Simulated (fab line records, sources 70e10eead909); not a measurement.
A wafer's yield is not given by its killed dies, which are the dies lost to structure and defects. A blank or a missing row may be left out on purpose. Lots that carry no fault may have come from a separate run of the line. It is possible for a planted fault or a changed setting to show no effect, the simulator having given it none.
fab line records | flow nand_harc
[record] lots = 14 wafers = 42 last_day = 33
route steps=1302 shown A_STAIRCASE@651
lots that met no fault: from a run of the same line without faults
start_h: hours from the record's first day to the start of the lot's first wafer shown | wait_h: hours elapsed since this lot's preceding step | " same as the row above | L1.1+2: a single row standing in for several wafers | - either no value or no given start | * or withheld: withheld | < > ~ a bound
route shown NAME@n: a module of which the file shows steps, and the number in the route of the first | usual: average and standard deviation across the fault-free wafers | same: alike in all rows | chamber/n: place in a boat | sites: per-site readings | _std_site: how widely they spread, as a standard deviation | _edge_site: outer sites' mean less inner sites' | radius_mm: how far each site lies from the wafer's centre | mask NAME#n: copy n | behind: the tool/chamber that last shaped the wafer | hold: why the lot went on hold/how many hours it stayed there/how the hold came to an end | device: names the non-switching transistor (n, p or np) | end of line: tests of these same wafers at the route's end | step lacking rows: just its recipe | killed: dies lost to structure and defects at the first sort, not the wafer's yield | map: a wafer's dies, x killed, . not, _ none there
set.NAME: the setting as run; set.NAME@STEP: as run at that earlier step | model.NAME: the simulator's own value behind a step, which no gauge read
the route's steps for a sample of lots (tables are steps, rows are wafers)
services: a tool's chamber out of use, with start hour (start_h, from the record's first day; less than 0 if before it), hours out, and reason
[[steps]]
[step NHARC_A_STAIRCASE_ETCH_169]
[recipe] target_depth_a = 500 time_s = 107.1 ion_energy_ev = 120 ch3f_flow_sccm = 50 o2_flow_sccm = 30 ar_flow_sccm = 200 rf_w = 500 bias_w = 100 chemistry = CH3F/O2
[usual] drypump_motor_current_A = 5.9/0.32 oes_product_au = 0.962/0.017 rf_vpp_V = 244.0/1.6 run_length_s = 128.3/0.4 showerhead_plenum_p_Torr = 2.44/0.11 throttle_valve_pct = 20.663/0.0086
// columns lot.wafer tool chamber start_h wait_h drypump_motor_current_A oes_product_au rf_hours_counter_h rf_vpp_V run_length_s showerhead_plenum_p_Torr throttle_valve_pct
L824.4 rie_diel-02 2 352.07 0.1 5.6 0.948 37 241.5 128.3 2.32 20.638
L824.1 " 3 " " 5.6 0.989 33 242.9 128.3 2.38 20.659
L824.2 " 1 " " 6.1 0.955 38 246.9 128.2 2.62 20.669
L825.1 rie_diel-03 3 352.25 0.1 5.8 0.971 5 243.0 127.7 2.53 20.663
L825.3 " 1 " " 5.9 0.964 3 247.2 128.5 2.61 20.653
L825.4 " 2 " " 6.1 0.972 5 242.6 128.3 2.29 20.668
L826.3 rie_diel-02 2 375.80 0.1 5.6 0.944 46 241.8 128.3 2.32 20.666
L826.2 " 3 " " 5.7 0.968 40 243.1 128.6 2.38 20.665
L826.4 " 1 " " 6.1 0.959 47 247.2 128.3 2.62 20.659
L827.1 rie_diel-02 0 390.57 0.1 5.6 0.960 51 243.2 127.5 2.35 20.658
L827.6 " 2 " " 5.6 0.953 - 242.6 128.4 2.32 20.674
L827.5 " 3 " " 5.7 0.972 - 243.3 128.3 2.38 20.665
L828.4 rie_diel-13 1 390.73 0.1 5.6 0.961 15 243.0 127.8 2.46 20.676
L828.3 " 2 " " 6.2 0.993 15 243.1 128.1 2.35 20.659
L828.2 " 3 " " 6.6 0.975 13 245.7 128.2 2.50 20.670
L833.4 rie_diel-03 0 431.55 0.1 5.9 0.941 27 243.8 128.6 2.43 20.659
L833.1 " 3 " " 5.8 0.940 29 243.9 127.6 2.52 20.645
L833.5 " 0 " " 5.9 0.938 - 243.1 128.7 2.43 20.662
L835.3 rie_diel-02 1 453.86 0.1 6.1 0.919 19 245.9 128.3 2.61 20.656
L835.1 " 3 " " 5.7 0.954 10 244.4 128.3 2.37 20.655
L835.6 " 0 " " 5.6 0.920 - 242.7 127.8 2.35 20.662
L836.2 rie_diel-13 2 471.78 0.1 6.2 0.968 44 241.6 128.3 2.34 20.659
L836.3 " 3 " " 6.6 0.973 43 244.8 128.1 2.48 20.663
L836.4 " 3 " " 6.5 0.965 - 244.3 128.1 2.48 20.669
L839.3 rie_diel-13 1 494.90 0.1 5.6 0.962 42 244.7 128.3 2.45 20.657
L839.6 " 2 " " 6.2 0.970 - 243.7 128.2 2.34 20.651
L839.5 " 3 " " 6.5 0.960 - 243.9 128.2 2.48 20.659
L840.1 rie_diel-03 3 524.35 0.1 5.8 0.973 0 245.2 127.9 2.51 20.663
L840.3 " 1 " " 5.9 0.991 0 246.5 128.5 2.59 20.674
L840.2 " 2 " " 6.1 0.995 0 248.1 128.0 2.66 20.662
L843.2 rie_diel-13 0 534.32 0.1 5.4 0.980 1 243.4 128.5 2.39 20.677
L843.3 " 2 " " 6.2 0.976 1 242.2 128.0 2.34 20.674
L843.5 " 1 " " 5.6 0.978 - 243.2 128.2 2.44 20.658
L842.3 rie_diel-13 2 534.60 0.1 6.3 0.984 1 242.1 128.4 2.34 20.658
L842.4 " 3 " " 6.6 0.957 1 244.5 128.5 2.48 20.675
L842.5 " 1 " " 5.6 0.991 - 244.7 127.9 2.44 20.666
L844.3 rie_diel-03 0 555.08 0.1 5.9 0.991 12 242.7 129.1 2.42 20.659
L844.1 " 2 " " 6.1 0.967 11 246.4 128.4 2.66 20.663
L844.4 " 3 " " 5.8 0.974 11 244.5 128.0 2.51 20.659
L847.3 rie_diel-02 0 586.93 0.1 5.7 0.958 2 241.0 128.0 2.33 20.669
L847.4 " 1 " " 6.1 0.981 2 245.3 128.1 2.59 20.669
L847.2 " 2 " " 5.6 0.956 1 241.7 128.5 2.30 20.671
[step NHARC_A_STAIRCASE_TRIM_14]
[recipe] time_s = 211.2 o2_flow_sccm = 500 ar_flow_sccm = 0 bias_w = 0 chemistry = O2
[usual] drypump_motor_current_A = 5.90/0.26 oes_product_au = 1.002/0.013 rf_vpp_V = 57.8/0.86 showerhead_plenum_p_Torr = 3.52/0.16 throttle_valve_pct = 17.036/0.0093
// columns lot.wafer tool chamber start_h wait_h drypump_motor_current_A oes_product_au rf_hours_counter_h rf_vpp_V showerhead_plenum_p_Torr throttle_valve_pct
L824.2 rie_diel-13 3 - - 6.56 1.008 0 57.4 3.59 17.041
L824.4 " 0 " " 5.40 1.009 0 57.9 3.45 17.056
L824.1 " 1 " " 5.65 1.013 0 57.8 3.53 17.037
L825.3 rie_diel-03 3 - - 5.79 1.001 5 57.4 3.63 17.013
L825.1 " 0 " " 5.99 1.000 3 56.0 3.51 17.028
L825.4 " 1 " " 5.94 0.982 3 59.2 3.74 17.027
L826.2 rie_diel-13 1 - - 5.64 1.007 8 56.5 3.53 17.021
L826.4 " 3 " " 6.56 0.997 8 57.0 3.58 17.046
L826.3 " 0 " " 5.39 1.005 4 56.6 3.45 17.029
L827.1 rie_diel-13 0 - - 5.38 1.005 10 56.1 3.45 17.043
L827.6 " 2 " " 6.28 1.015 - 55.8 3.38 17.034
L827.5 " 3 " " 6.52 1.007 - 58.1 3.58 17.041
L828.3 rie_diel-03 3 - - 5.78 1.013 19 57.1 3.62 17.034
L828.2 " 0 " " 5.97 1.003 19 57.5 3.50 17.036
L828.4 " 1 " " 5.94 0.991 17 56.5 3.73 17.034
L833.1 rie_diel-03 1 - - 5.95 0.975 29 57.4 3.72 17.051
L833.4 " 0 " " 6.00 0.989 28 57.0 3.49 17.034
L833.5 " 1 " " 5.96 1.009 - 58.9 3.72 17.041
L835.1 rie_diel-13 2 - - 6.28 1.019 40 57.0 3.37 17.041
L835.3 " 1 " " 5.62 0.999 29 58.0 3.52 17.034
L835.6 " 3 " " 6.57 1.004 - 57.9 3.56 17.021
L836.2 rie_diel-03 2 - - 6.12 0.983 45 58.8 3.27 17.042
L836.3 " 3 " " 5.78 0.992 45 58.0 3.61 17.036
L836.4 " 1 " " 5.89 0.990 43 59.3 3.72 17.037
L839.3 rie_diel-02 3 - - 5.70 1.020 23 58.2 3.40 17.033
L839.6 " 2 " " 5.63 0.995 - 57.7 3.32 17.036
L839.5 " 3 " " 5.67 1.019 - 57.9 3.40 17.034
L840.3 rie_diel-03 0 - - 5.99 1.012 0 58.4 3.48 17.054
L840.2 " 1 " " 5.92 1.006 0 57.2 3.71 17.047
L840.1 " 2 " " 6.09 1.017 0 59.3 3.81 17.038
L843.2 rie_diel-03 3 - - 5.79 1.015 5 58.3 3.60 17.041
L843.3 " 2 " " 6.12 1.014 5 57.9 3.81 17.029
L843.5 " 0 " " 5.99 1.015 - 57.6 3.48 17.041
L842.4 rie_diel-02 0 - - 5.63 1.013 44 59.5 3.36 17.033
L842.3 " 3 " " 5.69 1.015 35 58.5 3.39 17.037
L842.5 " 1 " " 6.10 0.986 - 57.0 3.72 17.052
L844.4 rie_diel-03 3 - - 5.79 1.013 12 57.6 3.59 17.046
L844.3 " 0 " " 5.98 1.025 14 58.1 3.47 17.050
L844.1 " 1 " " 5.95 1.015 14 58.2 3.70 17.052
L847.3 rie_diel-03 1 - - 6.01 1.012 27 57.9 3.69 17.036
L847.2 " 2 " " 6.13 1.018 23 59.1 3.80 17.020
L847.4 " 0 " " 5.93 1.006 27 58.6 3.47 17.036
[step NHARC_A_STAIRCASE_ETCH_17]
[recipe] target_depth_a = 1000 time_s = 40.5 ion_energy_ev = 400 c4f8_flow_sccm = 20 o2_flow_sccm = 10 ar_flow_sccm = withheld rf_w = 600 bias_w = 1000 chemistry = C4F8/O2
[usual] oes_product_au = 0.945/0.013 rf_vpp_V = 896/5.9 run_length_s = 61.7/0.39
// columns lot.wafer tool chamber start_h wait_h oes_product_au rf_hours_counter_h rf_vpp_V run_length_s
L824.4 rie_diel-13 2 354.77 - 0.938 1 891 62.3
L824.2 " 3 " " 0.934 1 898 62.1
L824.1 " 0 " " 0.932 1 893 62.2
L825.1 rie_diel-03 1 354.90 - 0.944 4 905 61.8
L825.3 " 2 " " 0.952 5 889 61.4
L825.4 " 3 " " 0.955 5 899 61.3
L826.2 rie_diel-13 3 378.32 - 0.941 8 898 61.8
L826.3 " 0 " " 0.952 5 891 62.2
L826.4 " 1 " " 0.952 9 897 61.5
L827.1 rie_diel-13 0 393.02 - 0.952 10 893 61.8
L827.5 " 1 " " 0.944 - 896 61.3
L827.6 " 2 " " 0.950 - 892 61.7
L828.4 rie_diel-03 2 393.28 - 0.964 17 886 61.4
L828.3 " 3 " " 0.956 19 899 61.3
L828.2 " 0 " " 0.961 19 895 62.1
L833.4 rie_diel-03 3 434.42 - 0.937 31 900 61.1
L833.1 " 0 " " 0.931 29 894 75.4
L833.5 " 3 " " 0.937 - 899 61.3
L835.1 rie_diel-13 0 456.35 - 0.953 35 893 62.4
L835.3 " 1 " " 0.934 30 897 61.2
L835.6 " 1 " " 0.935 - 897 61.3
L836.4 rie_diel-03 0 474.33 - 0.950 41 894 75.2
L836.3 " 1 " " 0.955 43 903 61.9
L836.2 " 2 " " 0.929 45 886 61.8
L839.3 rie_diel-02 1 497.20 - 0.948 36 902 62.0
L839.6 " 1 " " 0.947 - 903 61.6
L839.5 " 2 " " 0.938 - 888 61.7
L840.1 rie_diel-03 3 526.89 - 0.956 1 898 61.2
L840.2 " 0 " " 0.956 1 894 62.2
L840.3 " 2 " " 0.945 0 906 61.4
L843.2 rie_diel-03 3 536.64 - 0.968 5 899 61.1
L843.3 " 0 " " 0.951 7 893 62.0
L843.5 " 2 " " 0.952 - 906 61.7
L842.4 rie_diel-02 2 537.02 - 0.952 36 890 61.9
L842.3 " 3 " " 0.968 36 891 62.1
L842.5 " 2 " " 0.948 - 889 61.8
L844.4 rie_diel-03 2 558.00 - 0.962 12 907 61.8
L844.1 " 3 " " 0.948 12 898 61.1
L844.3 " 0 " " 0.961 14 894 62.1
L847.2 rie_diel-03 1 589.38 - 0.964 27 902 61.8
L847.4 " 2 " " 0.957 23 905 61.5
L847.3 " 3 " " 0.957 22 898 61.3
[step NHARC_A_STAIRCASE_TRIM_26]
[recipe] time_s = 211.2 o2_flow_sccm = 500 ar_flow_sccm = 0 bias_w = 0 chemistry = O2
[usual] drypump_motor_current_A = 5.9/0.3 oes_product_au = 1.002/0.012 rf_vpp_V = 57.8/1 showerhead_plenum_p_Torr = 3.51/0.16 throttle_valve_pct = 17.036/0.0095
// columns lot.wafer tool chamber start_h wait_h drypump_motor_current_A oes_product_au rf_hours_counter_h rf_vpp_V showerhead_plenum_p_Torr throttle_valve_pct
L825.3 rie_diel-03 1 - - 6.0 0.985 4 58.9 3.74 17.027
L825.1 " 2 " " 6.1 0.986 6 54.7 3.29 17.034
L825.4 " 0 " " 5.9 1.002 4 59.7 3.51 17.023
L824.2 rie_diel-13 1 - - 5.6 1.012 1 58.8 3.53 17.038
L824.1 " 2 " " 6.3 1.005 1 57.9 3.39 17.033
L824.4 " 0 " " 5.4 1.008 2 58.0 3.45 17.031
L826.2 rie_diel-03 3 - - 5.8 1.006 13 57.2 3.62 17.031
L826.4 " 1 " " 5.9 0.996 12 58.4 3.74 17.039
L826.3 " 2 " " 6.1 1.002 11 57.7 3.29 17.025
L827.1 rie_diel-13 1 - - 5.6 1.016 16 57.4 3.53 17.067
L827.5 " 2 " " 6.2 1.014 - 57.0 3.38 17.023
L827.6 " 3 " " 6.6 1.003 - 58.0 3.58 17.045
L828.4 rie_diel-13 0 394.99 - 5.4 1.003 11 58.3 3.45 17.054
L828.3 " 1 " " 5.6 1.008 17 57.9 3.53 17.029
L828.2 " 2 " " 6.3 1.007 16 58.0 3.38 17.051
L833.4 rie_diel-03 0 - - 6.0 1.000 31 58.4 3.49 17.051
L833.1 " 2 " " 6.1 0.987 34 56.5 3.28 17.040
L833.5 " 1 " " 6.0 0.982 - 57.9 3.72 17.041
L835.3 rie_diel-02 0 - - 5.6 0.990 20 57.3 3.37 17.048
L835.1 " 3 " " 5.7 1.019 11 57.9 3.41 17.029
L835.6 " 0 " " 5.7 1.001 - 58.5 3.37 17.051
L836.4 rie_diel-03 3 - - 5.8 1.004 45 57.2 3.61 17.061
L836.3 " 0 " " 6.0 0.994 41 57.8 3.49 17.019
L836.2 " 2 " " 6.1 0.979 45 57.4 3.27 17.030
L839.3 rie_diel-02 0 - - 5.6 0.998 34 57.0 3.36 17.024
L839.5 " 0 " " 5.6 1.009 - 58.0 3.36 17.053
L839.6 " 1 " " 6.1 1.001 - 58.4 3.73 17.028
L840.2 rie_diel-03 1 - - 5.9 1.008 5 59.2 3.71 17.033
L840.1 " 2 " " 6.1 1.015 3 57.2 3.81 17.027
L840.3 " 0 " " 6.0 1.003 5 58.0 3.48 17.035
L843.3 rie_diel-03 0 - - 5.9 1.019 8 58.3 3.48 17.028
L843.2 " 2 " " 6.1 1.009 5 58.4 3.80 17.015
L843.5 " 1 " " 5.9 1.008 - 57.2 3.70 17.039
L842.4 rie_diel-02 0 - - 5.6 1.003 45 57.0 3.36 17.044
L842.3 " 1 " " 6.1 0.991 49 58.8 3.72 17.026
L842.5 " 2 " " 5.6 0.990 - 57.5 3.31 17.029
L844.3 rie_diel-02 3 - - 5.7 1.024 43 58.6 3.39 17.029
L844.1 " 0 " " 5.7 1.005 53 58.1 3.35 17.035
L844.4 " 2 " " 5.6 0.977 44 56.8 3.31 17.038
L847.2 rie_diel-02 0 - - 5.6 0.991 2 56.9 3.35 17.045
L847.3 " 1 " " 6.1 0.990 2 59.5 3.71 17.043
L847.4 " 2 " " 5.6 0.979 2 57.0 3.30 17.018
[[services]]
// columns tool chamber start_h hours kind
rie_diel-03 - 338.03 9.0 pm
rie_diel-03 0 338.03 9.0 vent_cycle
rie_diel-03 1 338.03 9.0 vent_cycle
rie_diel-03 2 338.03 9.0 vent_cycle
rie_diel-03 3 338.03 9.0 vent_cycle
rie_diel-13 - 342.98 9.0 pm
rie_diel-02 1 355.00 3.3 repair
rie_diel-13 0 366.74 5.3 repair
rie_diel-03 2 369.12 4.0 repair
rie_diel-13 - 369.69 2.0 repair
rie_diel-03 3 381.88 5.0 repair
rie_diel-02 - 393.83 9.0 pm
rie_diel-02 3 406.93 23.0 repair
rie_diel-03 0 407.06 7.3 repair
rie_diel-13 1 415.40 12.0 repair
rie_diel-13 1 427.60 7.2 repair
rie_diel-03 - 439.30 0.3 repair
rie_diel-02 2 445.54 28.5 repair
rie_diel-13 0 465.15 9.5 repair
rie_diel-03 - 515.03 9.0 pm
rie_diel-13 - 519.98 9.0 pm
rie_diel-13 1 560.85 12.8 repair
rie_diel-02 0 570.31 8.6 repair
rie_diel-02 - 570.87 9.0 pm
[[key]]
[first_sign] step = NHARC_A_STAIRCASE_ETCH_17 reading = run_length_s direction = up sigmas = 35 usual = * struck = *
effect none on later readings
met_at NHARC_A_STAIRCASE_ETCH_17
struck_lots L833,L836
struck_wafers L833.1,L836.4
later_rows_left_out L833.1,L836.4
sort_left_out L833.1,L836.4
tester_left_out L833,L836
not_acting_at NHARC_A_STAIRCASE_ETCH_169,NHARC_A_STAIRCASE_TRIM_14,NHARC_A_STAIRCASE_TRIM_26
onset_between 393.28 434.42
[fault] kind = process_parameter_drift tool = rie_diel-03 chamber = 0 onset_h = 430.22 steps = NHARC_A_STAIRCASE_ETCH_17 channel = time_s offset = * shape = step end_h = 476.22 acts_in = * stated = *
// tester_left_out: of these lots the tester's yield and bins aren't shown, on N5 and GAA mostly nor the transistor test; their killed dies are dies lost to structure and defects alone, not to doping, threshold or leakage, so they don't give the yield
// sort_left_out: the simulated sort isn't trusted on such a fault, so these wafers' sort isn't shown, and their yield isn't known
// later_rows_left_out: the simulator's readings of these wafers behind a module that went badly wrong aren't trusted and aren't shown, but for the sort
